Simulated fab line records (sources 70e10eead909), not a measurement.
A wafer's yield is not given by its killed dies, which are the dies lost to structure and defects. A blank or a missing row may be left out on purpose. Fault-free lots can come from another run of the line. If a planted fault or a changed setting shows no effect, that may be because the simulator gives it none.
Which of the tools did it? | flow nandHarc | Sampling: 11 lots, 33 wafers, 6 of 1159 route steps

== WHAT THE GAUGES SHOWED, per wafer ==
NHARC_A_BONDPAD_THK_MEAS_30: measures by ellipsometry.
lot  | measured     | on           | thkNm (nm)
L227 | day 17 20:58 | filmMetro-01 | 198.6 197.5 201.7
L226 | day 18 00:50 | filmMetro-02 | 202.4 200.6 199.5
L228 | day 18 05:35 | filmMetro-02 | 200.6 199.0 200.2
L230 | day 19 07:27 | filmMetro-01 | 199.7 200.2 198.7
L240 | day 22 10:14 | filmMetro-01 | 247.6 245.8 251.2
L237 | day 22 10:34 | filmMetro-02 | 249.9 251.9 256.1
L243 | day 22 21:30 | filmMetro-01 | 199.2 201.1 198.8
L242 | day 22 22:25 | filmMetro-02 | 202.2 202.0 202.1
L241 | day 22 23:18 | filmMetro-02 | 254.8 254.5 251.5
L246 | day 23 06:11 | filmMetro-02 | 201.1 198.8 199.6
L248 | day 23 16:25 | filmMetro-02 | 200.8 197.1 199.8

NHARC_END_SORT_01.
lot  | measured     | on        | defectLimitedYield (%) | killedAtArray | killedAtOther | killedAtPeriphery | killedDies  | killedOpen | killedShort | sort_bin_2_pct (%) | sort_bin_3_pct (%) | sort_bin_4_pct (%) | sortNPass | sortRimYieldPct (%) | sortYieldPct (%)
L240 | day 23 21:31 | prober-02 | 0 0 0                  | 673 672 672   | 0 1 0         | 4 4 5             | 677 677 677 | 5 5 5      | 2 2 1       | 95.4 96.6 97.2     | 0 0 0.30           | 4.6 3.4 2.5        | 0 0 0     | 0 0 0               | 0 0 0
L237 | day 23 22:22 | prober-01 | 0 0 0                  | 671 669 671   | 2 1 1         | 4 7 5             | 677 677 677 | 2 9 2      | 0 2 1       | 96.3 94.8 97.2     | 0.15 0.59 0.74     | 3.5 4.6 2.1        | 0 0 0     | 0 0 0               | 0 0 0
L241 | day 24 07:22 | prober-01 | 0 0 0                  | 672 670 677   | 0 1 0         | 5 6 0             | 677 677 677 | 3 6 2      | 2 2 1       | 97.3 98.2 98.2     | 0 0.15 0.15        | 2.7 1.6 1.6        | 0 0 0     | 0 0 0               | 0 0 0

== EACH LOT AND THE TOOL THAT RAN IT (in order: tool; ch and the chambers of the sampled wafers; start) ==
lot  | NHARC_A_M1_DESCUM_14              | NHARC_A_M1_ANNEAL_31            | NHARC_A_M1_CMP_23             | NHARC_A_BONDPAD_CMP_29
L227 | rieDiel-09 ch 0,1,3, day 17 17:01 | rtpAnneal-01 ch 0, day 17 18:47 | cmp-02 ch 0,1,3, day 17 19:08 | cmp-04 ch 0,2,3, day 17 20:43
L226 | rieDiel-12 ch 0,1,3, day 17 20:56 | rtpAnneal-02 ch 0, day 17 22:40 | cmp-01 ch 0,1, day 17 23:00   | cmp-01 ch 0,1,3, day 18 00:38
L228 | rieDiel-12 ch 0,1, day 18 01:37   | rtpAnneal-01 ch 0, day 18 03:24 | cmp-02 ch 0,1,2, day 18 03:45 | cmp-01 ch 1,2, day 18 05:20
L230 | rieDiel-12 ch 0,2,3, day 19 03:26 | rtpAnneal-01 ch 0, day 19 05:23 | cmp-01 ch 0,2, day 19 05:39   | cmp-01 ch 0,2, day 19 07:13
L240 | rieDiel-09 ch 2,3, day 22 05:50   | rtpAnneal-02 ch 0, day 22 08:03 | cmp-01 ch 1,2,3, day 22 08:24 | cmp-01 ch 1,2,3, day 22 10:00
L237 | rieDiel-09 ch 0,2,3, day 22 06:18 | rtpAnneal-01 ch 0, day 22 08:14 | cmp-02 ch 0,3, day 22 08:33   | cmp-04 ch 1,2, day 22 10:20
L243 | rieDiel-08 ch 0,1,2, day 22 17:19 | rtpAnneal-01 ch 0, day 22 19:26 | cmp-03 ch 1,2,3, day 22 19:44 | cmp-04 ch 2,3, day 22 21:15
L242 | rieDiel-09 ch 0,3, day 22 18:09   | rtpAnneal-02 ch 0, day 22 19:56 | cmp-03 ch 0,2,3, day 22 20:17 | cmp-01 ch 1,3, day 22 22:10
L241 | rieDiel-12 ch 2,3, day 22 18:53   | rtpAnneal-02 ch 0, day 22 20:46 | cmp-01 ch 0,2,3, day 22 21:04 | cmp-01 ch 0,1, day 22 23:03
L246 | rieDiel-12 ch 0,1,2, day 23 02:08 | rtpAnneal-01 ch 0, day 23 04:01 | cmp-02 ch 0,1, day 23 04:23   | cmp-04 ch 0,1,3, day 23 05:59
L248 | rieDiel-08 ch 1,2,3, day 23 12:25 | rtpAnneal-01 ch 0, day 23 14:13 | cmp-03 ch 0,2,3, day 23 14:34 | cmp-04 ch 1,2,3, day 23 16:10
- NHARC_A_M1_DESCUM_14: chemistry O2, time 3 s.
- NHARC_A_M1_ANNEAL_31: time 90 s.
- NHARC_A_M1_CMP_23: polishes, t overpolish 20 s, target thk 154.34 nm.
- NHARC_A_BONDPAD_CMP_29: polishes SiCN, target thk 200 nm.

== WHAT THE TOOLS THEMSELVES READ (means of the sampled wafers that have a number; where no wafer has one, the mark that the record gives instead) ==
NHARC_A_M1_DESCUM_14.
lot  | tool       | drypumpMotorCurrentA (A) | oesProductAu (a.u.) | rfVppV (V) | showerheadPlenumPTorr (Torr) | throttleValvePct (%)
L227 | rieDiel-09 | 5.9                      | 0.986               | 58.0       | 1.95                         | 11.313
L226 | rieDiel-12 | 5.5                      | 1.018               | 57.7       | 2.02                         | 11.313
L228 | rieDiel-12 | 5.1                      | 1.020               | 58.7       | 1.99                         | 11.314
L230 | rieDiel-12 | 5.3                      | 1.001               | 57.9       | 1.98                         | 11.311
L240 | rieDiel-09 | 5.4                      | 0.992               | 57.5       | 1.93                         | 11.305
L237 | rieDiel-09 | 5.5                      | 0.991               | 58.1       | 1.96                         | 11.307
L243 | rieDiel-08 | 5.8                      | 0.993               | 57.9       | 1.85                         | 11.308
L242 | rieDiel-09 | 5.6                      | 0.991               | 58.3       | 1.99                         | 11.309
L241 | rieDiel-12 | 5.2                      | 1.006               | 58.0       | 1.96                         | 11.314
L246 | rieDiel-12 | 5.0                      | 1.009               | 57.5       | 1.96                         | 11.317
L248 | rieDiel-08 | 5.7                      | 0.993               | 57.9       | 1.85                         | 11.319

NHARC_A_M1_ANNEAL_31.
lot  | tool         | wafer_temp_C_max
L227 | rtpAnneal-01 | 226.2
L226 | rtpAnneal-02 | 225.6
L228 | rtpAnneal-01 | 226.0
L230 | rtpAnneal-01 | 226.4
L240 | rtpAnneal-02 | 225.6
L237 | rtpAnneal-01 | 225.9
L243 | rtpAnneal-01 | 226.1
L242 | rtpAnneal-02 | 225.8
L241 | rtpAnneal-02 | 225.7
L246 | rtpAnneal-01 | 226.3
L248 | rtpAnneal-01 | 226.2

NHARC_A_M1_CMP_23.
lot  | tool   | edgeZonePressureFrac | motorCurrentA (A) | retainingRingPressureFrac | slurryFilterDpKPa (kPa) | timeToEndpointS (s)
L227 | cmp-02 | 0.996                | 10.7              | 1.000                     | 13.51                   | 23
L226 | cmp-01 | 0.996                | 12.8              | 1.003                     | 13.64                   | 29
L228 | cmp-02 | 1.000                | 10.8              | 1.001                     | 13.47                   | 22
L230 | cmp-01 | 0.998                | 12.3              | 0.998                     | 13.61                   | 30
L240 | cmp-01 | 1.001                | 12.7              | 1.002                     | 13.46                   | 32
L237 | cmp-02 | 1.003                | 11.8              | 1.002                     | 13.37                   | 25
L243 | cmp-03 | 1.002                | 12.8              | 1.002                     | 13.67                   | 27
L242 | cmp-03 | 1.002                | 13.2              | 0.997                     | 13.43                   | 30
L241 | cmp-01 | 1.001                | 12.2              | 0.998                     | 13.60                   | 29
L246 | cmp-02 | 1.002                | 11.3              | 0.996                     | 13.52                   | 24
L248 | cmp-03 | 0.999                | 13.4              | 1.002                     | 13.48                   | 28

NHARC_A_BONDPAD_CMP_29.
lot  | tool   | edgeZonePressureFrac | motorCurrentA (A) | retainingRingPressureFrac | slurryFilterDpKPa (kPa)
L227 | cmp-04 | 1.000                | 10.9              | 1.001                     | 13.46
L226 | cmp-01 | 1.003                | 12.5              | 0.999                     | 13.46
L228 | cmp-01 | 0.994                | 12.9              | 1.004                     | 13.40
L230 | cmp-01 | 1.001                | 11.9              | 0.996                     | 13.68
L240 | cmp-01 | -                    | -                 | -                         | -
L237 | cmp-04 | -                    | -                 | -                         | -
L243 | cmp-04 | 0.997                | 12.0              | 0.998                     | 13.51
L242 | cmp-01 | 1.005                | 12.7              | 1.001                     | 13.59
L241 | cmp-01 | -                    | -                 | -                         | -
L246 | cmp-04 | 0.995                | 10.4              | 1.005                     | 13.63
L248 | cmp-04 | 1.004                | 11.5              | 1.001                     | 13.62

== THE ANSWER, worked out from the rows above alone ==
Rule: the lots themselves supply what counts as usual. Put in order of their means at a reading, lots are off if they are a third of the lots or fewer, leave a main group of 4 or more, and stand apart from it by a gap of 3 or more times the standard deviation of the main group's means; of several such gaps the widest counts. If all means in a main group match to the digits the tables above print for the reading, that group is not used. A lot without any number at a reading at which 4 lots or more have one is off too. Any other lot the step has rows for is counted as sound. Order of review: gauges by route order, followed by the tools' own readings, for which a lot's mean as printed above is used. At the first step where some lot is off, the reading lying furthest off is the one used; lots without a number count as furthest.
Off: L240, L237, L241 (NHARC_A_BONDPAD_THK_MEAS_30, thkNm). The main group has a mean of 200.1 nm with a standard deviation of 0.9.
A tool fits if, at a process step before that reading, it ran every lot that is off, and no sound lot after the first of them. Not tried: the gauges at NHARC_A_BONDPAD_THK_MEAS_30; whatever is off there is also off at NHARC_A_BONDPAD_CMP_29, on other tools, and gauge error can't account for it. No candidate that was tried fits.

== WHAT THE SIMULATOR HAD INSERTED ==
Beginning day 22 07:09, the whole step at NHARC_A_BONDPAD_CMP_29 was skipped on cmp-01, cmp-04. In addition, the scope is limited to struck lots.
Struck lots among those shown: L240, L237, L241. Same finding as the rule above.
